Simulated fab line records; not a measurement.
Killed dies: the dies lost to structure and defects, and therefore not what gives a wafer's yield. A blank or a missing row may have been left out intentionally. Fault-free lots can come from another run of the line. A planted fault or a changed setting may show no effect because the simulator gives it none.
fab line records	flow n5_finfet
record lots=24	wafers=72	last_day=20
route steps=1938 shown BEOL_M1@819 BEOL_M2@841
lots untouched by any fault: they come from a run of this same line in which no faults occurred
start_h: the number of hours between the record's first day and the start of the first shown wafer of the lot	wait_h: hours elapsed since this lot's preceding step	" repeats the value in the row above	L1.1+2: a single row standing in for several wafers	- no value, or no start given	* or withheld: withheld	< > ~ a bound
route shown NAME@n: a module of which the file shows steps, and the number in the route of the first	usual: mean/standard deviation taken from wafers without a fault	same: alike in all rows	chamber/n: place in a boat	sites: readings site by site	_std_site: how widely they spread, as a standard deviation	_edge_site: the outer-site mean with the inner-site mean subtracted	radius_mm: how far each site lies from the wafer's centre	mask NAME#n: copy n	behind: tool/chamber where the wafer was last shaped	hold: why the lot was held/for how many hours/how that ended	device: the transistor (n, p or np) that didn't switch	end of line: tests of these same wafers at the route's end	where a step has no rows: the recipe by itself	killed: count of dies lost to structure and defects at first sort (not the wafer's yield)	map: per-die view of a wafer (x killed, . not killed, _ where there is no die)
set.NAME: the run value of the setting; set.NAME@STEP: its run value at that earlier step	model.NAME: the simulator's own value behind a step, which no gauge read
a sample of lots followed through the steps of the route, with each step as a table and each wafer as a row
services: when a tool's chamber went out of use (start_h, in hours from the record's first day, below 0 if earlier), for how many hours, and the reason
## steps
# step N5_BEOL_M1_ANNEAL_82
# recipe temp_c=400	time_s=240	ambient=vacuum
# usual heater_power_w=810/110	susceptor_temp_C=400.02/0.21
lot.wafer	tool	chamber	start_h	wait_h	heater_power_w	susceptor_temp_C
L074.1	pvd_sputter-03	-	127.25	0.0	942	399.96
L074.2	"	-	"	"	604	399.55
L074.5	"	-	"	"	619	399.68
L075.1	pvd_sputter-02	-	145.60	0.0	799	400.09
L075.5	"	-	"	"	856	400.01
L075.6	"	-	"	"	822	400.02
L076.2	pvd_sputter-02	-	147.86	0.0	727	399.92
L076.3	"	-	"	"	658	399.69
L076.5	"	-	"	"	686	399.83
L077.1	pvd_sputter-03	-	157.26	0.0	614	400.33
L077.4	"	-	"	"	921	400.37
L077.5	"	-	"	"	798	400.23
L078.1	pvd_sputter-01	-	160.05	0.0	895	399.97
L078.5	"	-	"	"	1057	399.93
L078.6	"	-	"	"	793	399.95
L079.1	pvd_sputter-02	-	165.06	0.0	686	399.98
L079.4	"	-	"	"	796	399.75
L079.5	"	-	"	"	881	400.24
L080.1	pvd_sputter-02	-	175.80	0.0	696	399.79
L080.5	"	-	"	"	738	400.16
L080.6	"	-	"	"	815	400.04
L081.4	pvd_sputter-02	-	184.25	0.0	675	399.59
L081.5	"	-	"	"	742	400.08
L081.6	"	-	"	"	806	399.92
L082.2	pvd_sputter-01	-	189.06	0.0	785	400.02
L082.4	"	-	"	"	810	400.03
L082.5	"	-	"	"	1057	399.67
L083.4	pvd_sputter-03	-	191.69	0.0	937	399.98
L083.5	"	-	"	"	578	400.12
L083.6	"	-	"	"	831	399.71
L086.2	pvd_sputter-02	-	198.33	0.0	840	400.00
L086.4	"	-	"	"	827	400.23
L086.6	"	-	"	"	684	400.28
L084.1	pvd_sputter-01	-	198.41	0.0	896	400.24
L084.2	"	-	"	"	807	400.10
L084.4	"	-	"	"	1079	399.86
L085.2	pvd_sputter-03	-	202.89	0.0	944	400.34
L085.3	"	-	"	"	597	399.96
L085.5	"	-	"	"	917	400.31
L087.3	pvd_sputter-03	-	221.57	0.0	905	399.94
L087.4	"	-	"	"	809	400.16
L087.6	"	-	"	"	597	399.77
L088.4	pvd_sputter-02	-	229.31	0.0	854	399.82
L088.5	"	-	"	"	864	399.75
L088.6	"	-	"	"	806	400.00
L089.1	pvd_sputter-01	-	230.24	0.0	914	400.01
L089.3	"	-	"	"	1054	399.90
L089.4	"	-	"	"	845	400.07
L090.2	pvd_sputter-03	-	238.91	0.0	923	399.42
L090.4	"	-	"	"	896	399.99
L090.6	"	-	"	"	821	400.09
L091.2	pvd_sputter-01	-	239.01	0.0	1083	400.01
L091.4	"	-	"	"	808	399.57
L091.5	"	-	"	"	900	400.02
L092.2	pvd_sputter-02	-	241.01	0.0	808	400.13
L092.4	"	-	"	"	678	399.93
L092.6	"	-	"	"	851	400.22
L093.1	pvd_sputter-03	-	247.30	0.0	924	400.11
L093.4	"	-	"	"	592	399.96
L093.5	"	-	"	"	606	399.92
L094.1	pvd_sputter-01	-	265.36	0.0	813	399.88
L094.2	"	-	"	"	1059	400.33
L094.4	"	-	"	"	772	400.14
L095.3	pvd_sputter-03	-	268.41	0.0	601	400.22
L095.4	"	-	"	"	905	400.24
L095.6	"	-	"	"	619	400.03
L096.2	pvd_sputter-02	-	268.69	0.0	839	399.73
L096.4	"	-	"	"	681	399.92
L096.6	"	-	"	"	818	399.76
L097.1	pvd_sputter-02	-	276.74	0.0	840	400.40
L097.2	"	-	"	"	836	400.05
L097.6	"	-	"	"	687	400.26
# step N5_BEOL_M1_ANNEAL_93
# recipe temp_c=400	time_s=240	ambient=vacuum
# usual heater_power_w=810/110	susceptor_temp_C=399.98/0.21
lot.wafer	tool	chamber	start_h	wait_h	heater_power_w	susceptor_temp_C
L074.1	pvd_sputter-03	-	128.13	0.0	947	399.65
L074.2	"	-	"	"	620	400.25
L074.5	"	-	"	"	601	400.00
L075.1	pvd_sputter-02	-	146.48	0.0	817	399.84
L075.5	"	-	"	"	842	399.80
L075.6	"	-	"	"	822	399.72
L076.2	pvd_sputter-02	-	148.74	0.0	748	399.95
L076.3	"	-	"	"	689	400.31
L076.5	"	-	"	"	685	399.82
L077.1	pvd_sputter-03	-	158.14	0.0	609	400.55
L077.4	"	-	"	"	889	399.87
L077.5	"	-	"	"	800	399.96
L078.1	pvd_sputter-01	-	160.93	0.0	907	399.90
L078.5	"	-	"	"	1044	399.81
L078.6	"	-	"	"	759	399.85
L079.1	pvd_sputter-02	-	165.94	0.0	679	399.86
L079.4	"	-	"	"	803	400.25
L079.5	"	-	"	"	868	399.64
L080.1	pvd_sputter-02	-	176.68	0.0	672	399.85
L080.5	"	-	"	"	747	400.32
L080.6	"	-	"	"	814	400.05
L081.4	pvd_sputter-02	-	185.13	0.0	700	399.65
L081.5	"	-	"	"	742	400.43
L081.6	"	-	"	"	818	400.11
L082.2	pvd_sputter-01	-	189.94	0.0	770	400.16
L082.4	"	-	"	"	817	399.95
L082.5	"	-	"	"	1057	399.92
L083.4	pvd_sputter-03	-	192.57	0.0	922	399.78
L083.5	"	-	"	"	619	400.13
L083.6	"	-	"	"	820	399.87
L086.2	pvd_sputter-02	-	199.21	0.0	866	400.01
L086.4	"	-	"	"	833	400.13
L086.6	"	-	"	"	684	400.23
L084.1	pvd_sputter-01	-	199.29	0.0	897	399.77
L084.2	"	-	"	"	830	400.33
L084.4	"	-	"	"	1063	399.98
L085.2	pvd_sputter-03	-	203.77	0.0	934	399.92
L085.3	"	-	"	"	612	399.89
L085.5	"	-	"	"	943	399.91
L087.3	pvd_sputter-03	-	222.45	0.0	909	400.12
L087.4	"	-	"	"	813	399.75
L087.6	"	-	"	"	611	399.79
L088.4	pvd_sputter-02	-	230.19	0.0	834	399.97
L088.5	"	-	"	"	832	399.70
L088.6	"	-	"	"	810	399.92
L089.1	pvd_sputter-01	-	231.12	0.0	893	399.95
L089.3	"	-	"	"	1056	400.09
L089.4	"	-	"	"	819	400.14
L090.2	pvd_sputter-03	-	239.79	0.0	920	400.06
L090.4	"	-	"	"	897	399.80
L090.6	"	-	"	"	796	400.03
L091.2	pvd_sputter-01	-	239.89	0.0	1053	400.04
L091.4	"	-	"	"	819	400.19
L091.5	"	-	"	"	897	399.91
L092.2	pvd_sputter-02	-	241.89	0.0	822	400.18
L092.4	"	-	"	"	672	399.99
L092.6	"	-	"	"	842	400.08
L093.1	pvd_sputter-03	-	248.18	0.0	927	400.40
L093.4	"	-	"	"	592	399.76
L093.5	"	-	"	"	629	399.96
L094.1	pvd_sputter-01	-	266.24	0.0	813	400.02
L094.2	"	-	"	"	1048	399.90
L094.4	"	-	"	"	783	400.01
L095.3	pvd_sputter-03	-	269.29	0.0	601	400.02
L095.4	"	-	"	"	912	400.11
L095.6	"	-	"	"	614	399.67
L096.2	pvd_sputter-02	-	269.57	0.0	855	400.21
L096.4	"	-	"	"	673	399.53
L096.6	"	-	"	"	817	400.13
L097.1	pvd_sputter-02	-	277.62	0.0	841	399.85
L097.2	"	-	"	"	824	400.20
L097.6	"	-	"	"	690	400.15
# step N5_BEOL_M1_SPUTTER_96
# recipe material=Cu	target_thk_a=45	temp_c=-20	chamber_pressure_pa=0.07	power_w=withheld	time_s=8.29
# usual substrate_temp_c=-19.98/0.11	susceptor_temp_C=-20.01/0.11	throttle_valve_pct=29.6/1.6
lot.wafer	tool	chamber	start_h	wait_h	substrate_temp_c	susceptor_temp_C	throttle_valve_pct
L074.1	pvd_sputter-03	-	128.49	0.1	-20.14	-19.88	29.5
L074.2	"	-	"	"	-20.10	-20.19	28.0
L074.5	"	-	"	"	-20.12	-20.18	28.4
L075.1	pvd_sputter-02	-	146.84	0.1	-19.99	-19.87	27.3
L075.5	"	-	"	"	-19.71	-20.23	31.3
L075.6	"	-	"	"	-19.99	-20.01	27.0
L076.2	pvd_sputter-02	-	149.10	0.1	-19.79	-19.92	29.1
L076.3	"	-	"	"	-20.03	-20.32	31.1
L076.5	"	-	"	"	-20.05	-20.23	31.1
L077.1	pvd_sputter-03	-	158.50	0.1	-19.92	-20.24	28.3
L077.4	"	-	"	"	-19.86	-19.97	27.2
L077.5	"	-	"	"	-19.96	-20.21	32.5
L078.1	pvd_sputter-01	-	161.29	0.1	-20.04	-20.05	28.7
L078.5	"	-	"	"	-19.93	-20.09	28.8
L078.6	"	-	"	"	-19.85	-19.97	29.5
L079.1	pvd_sputter-02	-	166.30	0.1	-20.02	-19.94	31.1
L079.4	"	-	"	"	-19.98	-20.14	27.0
L079.5	"	-	"	"	-19.72	-19.86	30.8
L080.1	pvd_sputter-02	-	177.04	0.1	-20.03	-19.84	31.2
L080.5	"	-	"	"	-20.18	-20.06	29.5
L080.6	"	-	"	"	-20.00	-20.04	27.0
L081.4	pvd_sputter-02	-	185.49	0.1	-20.08	-19.98	31.2
L081.5	"	-	"	"	-19.99	-19.83	29.3
L081.6	"	-	"	"	-19.94	-20.04	27.0
L082.2	pvd_sputter-01	-	190.30	0.1	-20.11	-20.06	29.4
L082.4	"	-	"	"	-19.95	-20.11	30.7
L082.5	"	-	"	"	-20.06	-19.97	29.3
L083.4	pvd_sputter-03	-	192.93	0.1	-20.06	-20.04	29.6
L083.5	"	-	"	"	-19.81	-19.95	28.3
L083.6	"	-	"	"	-20.04	-20.11	32.4
L086.2	pvd_sputter-02	-	199.57	0.1	-19.99	-19.90	30.8
L086.4	"	-	"	"	-19.91	-19.97	27.1
L086.6	"	-	"	"	-20.07	-20.01	31.2
L084.1	pvd_sputter-01	-	199.65	0.1	-19.99	-19.89	28.7
L084.2	"	-	"	"	-20.04	-19.98	30.7
L084.4	"	-	"	"	-20.03	-20.03	29.0
L085.2	pvd_sputter-03	-	204.13	0.1	-20.00	-20.16	29.7
L085.3	"	-	"	"	-19.92	-20.03	28.6
L085.5	"	-	"	"	-19.98	-20.01	29.7
L087.3	pvd_sputter-03	-	222.81	0.1	-19.87	-20.04	27.1
L087.4	"	-	"	"	-19.96	-19.99	32.6
L087.6	"	-	"	"	-19.82	-19.96	28.3
L088.4	pvd_sputter-02	-	230.55	0.1	-19.90	-19.74	31.3
L088.5	"	-	"	"	-19.83	-19.96	31.2
L088.6	"	-	"	"	-19.89	-19.84	26.8
L089.1	pvd_sputter-01	-	231.48	0.1	-20.03	-20.09	28.7
L089.3	"	-	"	"	-19.93	-20.00	29.0
L089.4	"	-	"	"	-20.02	-19.93	30.8
L090.2	pvd_sputter-03	-	240.15	0.1	-19.99	-20.04	29.6
L090.4	"	-	"	"	-19.98	-20.10	27.2
L090.6	"	-	"	"	-19.94	-20.12	32.2
L091.2	pvd_sputter-01	-	240.25	0.1	-20.03	-19.97	28.8
L091.4	"	-	"	"	-20.06	-19.98	31.1
L091.5	"	-	"	"	-20.06	-19.99	29.0
L092.2	pvd_sputter-02	-	242.25	0.1	-19.92	-19.91	27.0
L092.4	"	-	"	"	-20.12	-19.98	31.0
L092.6	"	-	"	"	-19.90	-20.00	31.2
L093.1	pvd_sputter-03	-	248.54	0.1	-19.92	-20.06	29.6
L093.4	"	-	"	"	-20.12	-19.97	28.1
L093.5	"	-	"	"	-19.94	-19.94	28.0
L094.1	pvd_sputter-01	-	266.60	0.1	-19.90	-19.95	31.0
L094.2	"	-	"	"	-19.82	-20.02	29.1
L094.4	"	-	"	"	-19.81	-20.18	29.6
L095.3	pvd_sputter-03	-	269.65	0.1	-19.90	-20.00	28.3
L095.4	"	-	"	"	-19.93	-19.93	27.4
L095.6	"	-	"	"	-19.80	-19.98	28.4
L096.2	pvd_sputter-02	-	269.93	0.1	-20.26	-20.09	31.3
L096.4	"	-	"	"	-20.00	-19.96	31.1
L096.6	"	-	"	"	-20.14	-19.78	27.0
L097.1	pvd_sputter-02	-	277.98	0.1	-19.89	-20.02	31.1
L097.2	"	-	"	"	-19.84	-19.82	27.3
L097.6	"	-	"	"	-19.94	-20.14	31.2
# step N5_BEOL_M2_ILD_DEP_00
# recipe material=SiOC	target_thk_a=790	temp_c=350	precursor=DEMS/O2	pressure_torr=5	rf_w=500	time_s=15.3
# usual heater_power_w=493/61	showerhead_plenum_p_Torr=5.691/0.018	susceptor_temp_C=350.01/0.21	throttle_valve_pct=11.8/0.7
lot.wafer	tool	chamber	start_h	wait_h	heater_power_w	showerhead_plenum_p_Torr	susceptor_temp_C	throttle_valve_pct
L074.1	pecvd-02	2	131.72	0.0	576	5.684	349.68	12.0
L074.2	"	0	"	"	430	5.679	349.79	11.6
L074.5	"	0	"	"	431	5.680	350.08	11.7
L075.1	pecvd-02	1	147.99	0.0	365	5.716	350.14	12.2
L075.5	"	0	"	"	517	5.683	349.85	11.9
L075.6	"	2	"	"	477	5.667	349.72	11.8
L076.2	pecvd-04	0	150.23	0.0	547	5.686	350.12	11.9
L076.3	"	1	"	"	524	5.670	350.00	11.7
L076.5	"	0	"	"	557	5.676	349.83	11.7
L077.1	pecvd-04	0	159.99	0.0	575	5.678	349.61	11.7
L077.4	"	1	"	"	507	5.684	350.02	11.9
L077.5	"	2	"	"	484	5.705	350.04	10.5
L078.1	pecvd-01	2	162.62	0.0	512	5.713	349.53	11.0
L078.5	"	1	"	"	604	5.715	350.35	13.6
L078.6	"	0	"	"	421	5.666	350.43	12.4
L079.1	pecvd-04	0	167.56	0.0	505	5.685	350.26	11.8
L079.4	"	1	"	"	442	5.674	350.00	11.8
L079.5	"	0	"	"	514	5.677	349.99	12.0
L080.1	pecvd-04	0	178.31	0.0	547	5.688	350.23	11.8
L080.5	"	0	"	"	545	5.683	350.26	11.9
L080.6	"	1	"	"	459	5.663	349.69	12.0
L081.4	pecvd-02	0	186.62	0.1	470	5.680	350.24	11.7
L081.5	"	1	"	"	408	5.726	349.70	12.0
L081.6	"	2	"	"	568	5.670	349.84	12.0
L082.2	pecvd-02	1	191.61	0.0	442	5.709	350.35	12.0
L082.4	"	0	"	"	514	5.684	350.16	12.1
L082.5	"	1	"	"	443	5.733	350.20	11.8
L083.4	pecvd-04	0	194.08	0.1	584	5.680	349.74	12.0
L083.5	"	1	"	"	530	5.675	349.89	11.8
L083.6	"	2	"	"	492	5.702	350.37	10.7
L086.2	pecvd-04	0	200.68	0.0	494	5.695	350.09	11.9
L086.4	"	2	"	"	485	5.695	350.11	10.6
L086.6	"	1	"	"	508	5.671	350.16	11.9
L084.1	pecvd-04	1	200.79	0.0	449	5.685	350.16	11.9
L084.2	"	2	"	"	447	5.701	349.96	10.6
L084.4	"	1	"	"	443	5.675	350.06	11.7
L085.2	pecvd-02	1	205.33	0.0	364	5.716	350.26	11.8
L085.3	"	0	"	"	520	5.687	349.67	11.8
L085.5	"	2	"	"	569	5.683	349.97	11.6
L087.3	pecvd-04	1	223.99	0.1	521	5.680	350.26	11.9
L087.4	"	0	"	"	548	5.701	350.07	11.9
L087.6	"	0	"	"	545	5.689	350.05	12.1
L088.4	pecvd-01	0	231.68	0.1	416	5.656	350.11	12.5
L088.5	"	2	"	"	497	5.714	350.24	11.1
L088.6	"	0	"	"	414	5.670	350.05	12.5
L089.1	pecvd-02	0	232.69	0.0	489	5.694	349.66	12.0
L089.3	"	1	"	"	431	5.707	349.83	12.0
L089.4	"	1	"	"	441	5.708	350.01	12.1
L090.2	pecvd-01	1	241.54	0.0	538	5.713	350.18	13.5
L090.4	"	2	"	"	459	5.708	349.91	11.0
L090.6	"	2	"	"	469	5.716	349.96	11.0
L091.2	pecvd-02	0	241.55	0.0	509	5.682	349.75	11.9
L091.4	"	0	"	"	496	5.685	349.82	11.9
L091.5	"	1	"	"	371	5.721	349.95	11.8
L092.2	pecvd-02	2	243.71	0.0	604	5.681	349.77	11.8
L092.4	"	0	"	"	505	5.676	349.55	12.4
L092.6	"	2	"	"	469	5.668	349.93	12.0
L093.1	pecvd-04	0	249.66	0.0	568	5.678	349.91	11.9
L093.4	"	0	"	"	562	5.686	350.29	12.0
L093.5	"	0	"	"	553	5.704	350.05	11.8
L094.1	pecvd-01	0	267.74	0.0	462	5.662	350.07	12.3
L094.2	"	1	"	"	605	5.705	350.12	13.7
L094.4	"	2	"	"	464	5.711	349.84	11.2
L095.3	pecvd-01	0	270.76	0.0	464	5.690	350.21	12.3
L095.4	"	0	"	"	452	5.690	350.23	12.6
L095.6	"	2	"	"	486	5.716	350.18	10.9
L096.2	pecvd-02	0	271.06	0.0	501	5.671	349.49	11.8
L096.4	"	0	"	"	505	5.680	350.01	12.0
L096.6	"	2	"	"	503	5.681	349.96	12.2
L097.1	pecvd-04	2	279.09	0.0	494	5.699	349.38	10.5
L097.2	"	1	"	"	476	5.659	350.12	11.8
L097.6	"	0	"	"	571	5.676	349.95	11.7
# step N5_BEOL_M2_INSPECT_13
# recipe mode=adi	inspect_instrument=brightfield
# usual raw_defect_count=490/110
lot.wafer	tool	chamber	start_h	wait_h	raw_defect_count
L074.1	defect_inspect-01	-	137.97	0.1	510
L074.2	"	-	"	"	396
L074.5	"	-	"	"	386
L075.1	defect_inspect-02	-	150.34	0.1	483
L075.5	"	-	"	"	387
L075.6	"	-	"	"	740
L076.2	defect_inspect-01	-	151.79	0.0	520
L076.3	"	-	"	"	485
L076.5	"	-	"	"	498
L077.1	defect_inspect-02	-	163.17	0.1	315
L077.4	"	-	"	"	362
L077.5	"	-	"	"	305
L078.1	defect_inspect-01	-	163.86	0.1	548
L078.5	"	-	"	"	441
L078.6	"	-	"	"	521
L079.1	defect_inspect-02	-	168.70	0.1	527
L079.4	"	-	"	"	331
L079.5	"	-	"	"	513
L080.1	defect_inspect-01	-	180.33	0.1	394
L080.5	"	-	"	"	243
L080.6	"	-	"	"	296
L081.4	defect_inspect-02	-	187.94	0.0	504
L081.5	"	-	"	"	529
L081.6	"	-	"	"	291
L082.2	defect_inspect-01	-	193.72	0.0	641
L082.4	"	-	"	"	454
L082.5	"	-	"	"	539
L083.4	defect_inspect-02	-	195.12	0.0	338
L083.5	"	-	"	"	442
L083.6	"	-	"	"	310
L086.2	defect_inspect-01	-	202.00	0.0	631
L086.4	"	-	"	"	439
L086.6	"	-	"	"	610
L084.1	defect_inspect-01	-	202.26	0.1	531
L084.2	"	-	"	"	511
L084.4	"	-	"	"	520
L085.2	defect_inspect-01	-	209.68	0.0	582
L085.3	"	-	"	"	679
L085.5	"	-	"	"	610
L087.3	defect_inspect-01	-	227.11	0.0	446
L087.4	"	-	"	"	450
L087.6	"	-	"	"	422
L088.4	defect_inspect-01	-	232.36	0.0	446
L088.5	"	-	"	"	435
L088.6	"	-	"	"	402
L089.1	defect_inspect-01	-	233.55	0.1	443
L089.3	"	-	"	"	495
L089.4	"	-	"	"	495
L091.2	defect_inspect-01	-	243.01	0.0	398
L091.4	"	-	"	"	477
L091.5	"	-	"	"	493
L090.2	defect_inspect-01	-	243.18	0.0	567
L090.4	"	-	"	"	555
L090.6	"	-	"	"	394
L092.2	defect_inspect-01	-	245.95	0.0	677
L092.4	"	-	"	"	721
L092.6	"	-	"	"	598
L093.1	defect_inspect-01	-	252.05	0.1	401
L093.4	"	-	"	"	460
L093.5	"	-	"	"	486
L094.1	defect_inspect-02	-	270.70	0.1	541
L094.2	"	-	"	"	653
L094.4	"	-	"	"	607
L095.3	defect_inspect-02	-	272.28	0.0	479
L095.4	"	-	"	"	499
L095.6	"	-	"	"	507
L096.2	defect_inspect-02	-	272.63	0.1	441
L096.4	"	-	"	"	449
L096.6	"	-	"	"	640
L097.1	defect_inspect-02	-	280.80	0.1	566
L097.2	"	-	"	"	623
L097.6	"	-	"	"	410
# step N5_BEOL_M2_ETCH_74
# recipe chemistry=N2/H2	target=underlayer	target_depth_a=65	mask_material=CAR-EUV	time_s=5.2	ion_energy_ev=200	pressure_mtorr=30	source_w=840	bias_w=150	n2_flow_sccm=200	h2_flow_sccm=200	ends=cleared
# usual drypump_motor_current_A=5.7/0.45	etch_rf_on_time_s=5.19/0.093	oes_product_au=0.68/0.089	rf_vpp_V=522.8/2.3	showerhead_plenum_p_Torr=2.51/0.075	throttle_valve_pct=18.00/0.27
lot.wafer	tool	chamber	start_h	wait_h	drypump_motor_current_A	etch_rf_on_time_s	oes_product_au	rf_hours_counter_h	rf_vpp_V	showerhead_plenum_p_Torr	throttle_valve_pct
L074.1	rie_diel-05	3	138.14	0.0	5.4	5.19	0.61	194	523.4	2.52	18.33
L074.2	"	2	"	"	6.3	5.16	0.64	168	522.3	2.54	18.01
L074.5	"	3	"	"	5.4	5.18	0.61	-	524.6	2.51	18.32
L075.1	rie_diel-05	1	150.41	0.0	6.5	5.23	0.61	207	521.0	2.42	18.16
L075.5	"	3	"	"	5.4	5.26	0.59	-	523.5	2.51	18.33
L075.6	"	2	"	"	6.3	5.22	0.64	-	521.8	2.53	17.98
L076.2	rie_diel-05	0	151.86	0.0	6.5	5.08	0.82	4	521.3	2.50	17.36
L076.3	"	3	"	"	5.4	5.22	0.61	200	522.5	2.51	18.32
L076.5	"	0	"	"	6.5	5.11	0.82	-	523.7	2.50	17.34
L077.1	rie_diel-03	1	164.31	0.0	5.5	5.29	0.59	232	523.7	2.50	18.33
L077.4	"	3	"	"	5.3	5.30	0.60	203	523.3	2.52	17.83
L077.5	"	1	"	"	5.5	5.22	0.59	-	521.9	2.50	18.34
L078.1	rie_diel-05	1	164.58	0.0	6.5	5.17	0.61	211	521.0	2.42	18.16
L078.5	"	3	"	"	5.4	5.22	0.61	-	525.0	2.51	18.33
L078.6	"	2	"	"	6.3	5.15	0.64	-	524.0	2.53	18.00
L079.1	rie_diel-05	0	168.77	0.0	6.5	5.09	0.81	8	521.9	2.50	17.34
L079.4	"	1	"	"	6.5	5.16	0.61	212	520.1	2.42	18.18
L079.5	"	2	"	"	6.2	5.16	0.62	-	522.3	2.53	18.03
L080.1	rie_diel-05	0	180.40	0.0	6.5	5.09	0.80	11	521.0	2.50	17.37
L080.5	"	3	"	"	5.5	5.21	0.59	-	523.1	2.51	18.33
L080.6	"	0	"	"	6.5	5.06	0.81	-	521.4	2.50	17.40
L081.4	rie_diel-05	2	188.00	0.0	6.3	5.21	0.62	184	524.0	2.53	18.01
L081.5	"	1	"	"	6.5	5.19	0.61	-	520.4	2.42	18.21
L081.6	"	0	"	"	6.4	5.12	0.80	-	522.7	2.49	17.36
L082.2	rie_diel-03	2	193.89	0.0	5.8	5.17	0.77	30	526.3	2.70	17.74
L082.4	"	1	"	"	5.5	5.15	0.59	243	520.9	2.50	18.36
L082.5	"	2	"	"	5.8	5.11	0.79	-	526.7	2.70	17.79
L083.4	rie_diel-03	2	195.36	0.0	5.8	5.09	0.78	31	528.6	2.70	17.79
L083.5	"	1	"	"	5.4	5.16	0.59	-	524.5	2.50	18.31
L083.6	"	0	"	"	5.7	5.29	0.63	-	517.2	2.43	18.18
L086.2	rie_diel-06	3	202.07	0.0	4.9	5.29	0.58	250	522.4	2.50	18.47
L086.4	"	1	"	"	5.8	5.30	0.64	-	520.1	2.44	18.03
L086.6	"	2	"	"	5.5	5.22	0.68	-	522.7	2.57	17.84
L084.1	rie_diel-06	2	202.33	0.0	5.5	5.23	0.68	106	525.9	2.57	17.83
L084.2	"	1	"	"	5.8	5.23	0.64	148	522.1	2.44	18.03
L084.4	"	2	"	"	5.5	5.20	0.67	-	524.7	2.57	17.83
L085.2	rie_diel-03	1	209.82	0.0	5.5	5.30	0.57	250	522.9	2.50	18.38
L085.3	"	3	"	"	5.3	5.37	0.58	222	524.6	2.51	17.85
L085.5	"	3	"	"	5.3	5.42	0.58	-	524.1	2.51	17.83
L087.3	rie_diel-06	2	227.74	0.0	5.5	5.26	0.67	116	523.4	2.56	17.85
L087.4	"	3	"	"	4.9	5.02	0.88	1	521.1	2.50	18.00
L087.6	"	2	"	"	5.6	5.29	0.68	-	524.4	2.56	17.82
L088.4	rie_diel-06	3	235.02	0.0	4.9	5.02	0.85	5	523.0	2.50	18.04
L088.5	"	3	"	"	4.9	5.09	0.85	-	521.1	2.50	18.03
L088.6	"	2	"	"	5.5	5.29	0.67	-	522.6	2.56	17.86
L089.1	rie_diel-03	1	235.70	0.0	5.5	5.14	0.84	5	524.1	2.49	17.93
L089.3	"	0	"	"	5.7	5.36	0.60	191	518.8	2.43	18.22
L089.4	"	2	"	"	5.8	5.22	0.75	51	529.1	2.69	17.81
L091.2	rie_diel-06	3	246.00	0.0	4.9	5.07	0.84	10	523.4	2.49	18.02
L091.4	"	2	"	"	5.6	5.27	0.66	125	527.2	2.56	17.86
L091.5	"	3	"	"	4.9	5.09	0.83	-	523.5	2.49	18.04
L090.2	rie_diel-06	2	246.23	0.0	5.5	5.23	0.67	125	524.5	2.56	17.87
L090.4	"	0	"	"	5.7	5.07	0.79	19	522.4	2.49	17.75
L090.6	"	1	"	"	5.8	5.25	0.63	-	520.4	2.43	18.07
L092.2	rie_diel-06	3	247.01	0.0	4.9	5.00	0.83	11	524.5	2.49	18.07
L092.4	"	2	"	"	5.5	5.20	0.66	125	521.8	2.56	17.86
L092.6	"	0	"	"	5.7	5.07	0.79	-	521.0	2.49	17.74
L093.1	rie_diel-05	2	252.99	0.0	6.3	5.24	0.63	198	524.3	2.52	18.07
L093.4	"	0	"	"	6.5	5.13	0.76	28	523.4	2.49	17.40
L093.5	"	3	"	"	5.4	5.25	0.59	-	521.4	2.50	18.37
L094.1	rie_diel-06	1	270.77	0.0	5.8	5.28	0.62	179	521.0	2.42	18.08
L094.2	"	3	"	"	4.9	5.00	0.81	21	522.7	2.49	18.06
L094.4	"	0	"	"	5.7	5.12	0.76	30	520.5	2.49	17.80
L095.3	rie_diel-03	2	272.35	0.0	5.8	5.16	0.73	67	526.9	2.69	17.83
L095.4	"	2	"	"	5.8	5.15	0.73	-	528.6	2.69	17.83
L095.6	"	0	"	"	5.7	5.40	0.60	-	520.3	2.42	18.25
L096.2	rie_diel-03	2	272.70	0.0	5.8	5.12	0.74	68	526.1	2.69	17.83
L096.4	"	2	"	"	5.8	5.08	0.73	-	525.2	2.69	17.83
L096.6	"	1	"	"	5.5	5.11	0.79	-	522.5	2.49	17.98
L097.1	rie_diel-03	1	281.05	0.0	5.4	5.09	0.79	25	521.2	2.49	17.99
L097.2	"	0	"	"	5.7	5.41	0.59	211	519.0	2.42	18.27
L097.6	"	1	"	"	5.4	5.10	0.78	-	523.7	2.49	17.96
## services
tool	chamber	start_h	hours	kind
pecvd-04	1	106.12	2.1	scheduled_down
rie_diel-05	0	111.47	-	clean
rie_diel-05	0	111.47	-	consumable_replace:focus_ring
rie_diel-05	0	111.47	29.9	scheduled_down
rie_diel-05	0	111.47	29.9	vent_cycle
pecvd-04	1	144.21	5.5	scheduled_down
rie_diel-05	-	156.79	2.8	pm
pecvd-01	0	165.85	28.0	repair
rie_diel-03	2	170.07	2.4	repair
pecvd-01	-	178.56	0.5	repair
pecvd-01	-	185.17	6.0	pm
rie_diel-06	0	187.27	-	clean
rie_diel-06	0	187.27	-	consumable_replace:focus_ring
rie_diel-06	0	187.27	16.8	scheduled_down
rie_diel-06	0	187.27	16.8	vent_cycle
pecvd-02	-	192.14	2.8	pm
pecvd-01	-	196.17	0.8	repair
rie_diel-06	3	204.37	-	clean
rie_diel-06	3	204.37	-	consumable_replace:focus_ring
rie_diel-05	-	223.81	28.1	pm
pecvd-04	2	223.93	5.5	scheduled_down
pecvd-02	-	239.97	1.1	repair
pecvd-04	1	245.84	3.8	repair
rie_diel-05	1	267.39	5.0	repair
## key
fault none
